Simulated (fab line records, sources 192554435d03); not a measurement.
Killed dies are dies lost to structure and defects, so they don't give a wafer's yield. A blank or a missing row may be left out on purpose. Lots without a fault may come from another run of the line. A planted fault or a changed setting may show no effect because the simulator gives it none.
Split-lot experiment | flow n5_finfet | 7 lots, 21 wafers read, on a route of 1938 steps

THE SPLIT
At N5_BEOL_M9_ETCH_66 (etches SOC in N2/H2, target depth 80 nm, overetch 16 nm, time 120 s), the setting bias_w was moved away from the recipe's 150 W on 6 of the 21 wafers read, by -13.5% to +17.5%. The other wafers ran this setting at the recipe's value.

The reading is taken at the split's own step.

THE READING
rf_vpp_V, in V, at N5_BEOL_M9_ETCH_66 (etches SOC in N2/H2, target depth 80 nm, overetch 16 nm, time 120 s). Fault-free wafers of this fab line usually give 524.0 V, standard deviation 2.7 V.

wafer  | tool, chamber at the split | bias_w as run, W | against the recipe | rf_vpp_V, V | against lot-mates on the recipe
L080.1 | rie_diel-05, 1             | 150              | recipe             | 526.0       | -
L080.3 | rie_diel-05, 2             | 157.8            | +5.2%              | 539.0       | +12.6
L080.6 | rie_diel-05, 1             | 150              | recipe             | 526.7       | -
L081.1 | rie_diel-05, 3             | 176.3            | +17.5%             | 584.6       | +55.9
L081.4 | rie_diel-05, 2             | 176.3            | +17.5%             | 579.2       | +50.5
L081.6 | rie_diel-05, 3             | 150              | recipe             | 528.7       | -
L083.4 | rie_diel-06, 3             | 150              | recipe             | 520.5       | -
L083.5 | rie_diel-06, 2             | 150              | recipe             | 524.1       | -
L083.6 | rie_diel-06, 1             | 150              | recipe             | 521.5       | -
L082.2 | rie_diel-06, 3             | 150              | recipe             | 521.7       | -
L082.4 | rie_diel-06, 1             | 150              | recipe             | 521.5       | -
L082.5 | rie_diel-06, 1             | 150              | recipe             | 521.3       | -
L089.2 | rie_diel-06, 3             | 150              | recipe             | 520.6       | -
L089.3 | rie_diel-06, 0             | 150              | recipe             | 524.8       | -
L089.4 | rie_diel-06, 1             | 161.6            | +7.7%              | 545.5       | +22.8
L093.1 | rie_diel-05, 3             | 150              | recipe             | 529.1       | -
L093.4 | rie_diel-05, 0             | 150              | recipe             | 522.1       | -
L093.5 | rie_diel-05, 1             | 150              | recipe             | 524.8       | -
L094.2 | rie_diel-02, 0             | 129.8            | -13.5%             | 481.1       | -39.5
L094.3 | rie_diel-02, 2             | 150              | recipe             | 520.6       | -
L094.6 | rie_diel-02, 2             | 129.8            | -13.5%             | 475.8       | -44.8

THE FIT
A straight line over all 21 wafers: rf_vpp_V changes by +3.3 V for each +1% of bias_w; r = +0.99; the points scatter about the line by 3 V.
The same after taking each lot's own level away (the mean of its wafers on the recipe; 21 wafers): +3.05 V for each +1%; r = +1.00; scatter 2.1 V.
On that fit, the largest move of bias_w shifts the reading by 54 V.
The lots' own levels span 520.60 to 528.70 V, that is 3.0 times the standard deviation above.
So the lot-to-lot level changes the slope little: the two slopes agree.
Check: with one of the wafers moved furthest among these (+17.5%) left out of the fit, the line predicts +52 V for it against its lot-mates. It came out at +55.9 V against them.
Tool readings at the split's step, against how far the setting was moved: rf_vpp_V r = +0.99.

OTHER SPLITS ON THESE WAFERS
These wafers also went through other splits before the reading. Each is held against what the fit with the lots' levels taken away leaves over:
other split on the same wafers | wafers away from the commonest value | r with rf_vpp_V (lot level and that fit taken away)
N5_BEOL_M9_COAT_60 spin_rpm    | 10                                   | +0.01

THE WHOLE CHAIN: every reading that the file lists as answering this split, in the file's order
step               | what it does                                                        | reading                                                                          | change (the file's fit)                | r (the file's)
N5_BEOL_M9_ETCH_66 | etches SOC in N2/H2, target depth 80 nm, overetch 16 nm, time 120 s | rf_vpp_V                                                                         | +3.03 V for each +1% of the setting    | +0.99
N5_BEOL_M9_ETCH_66 | etches SOC in N2/H2, target depth 80 nm, overetch 16 nm, time 120 s | SiARC_of_BEOL_M9_COAT_64.thk_nm (the simulator's own value, which no gauge read) | -0.0774 nm for each +1% of the setting | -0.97

THE FILE'S OWN FIT
rf_vpp_V changes by +3.03 V for each +1% of bias_w, r = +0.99.
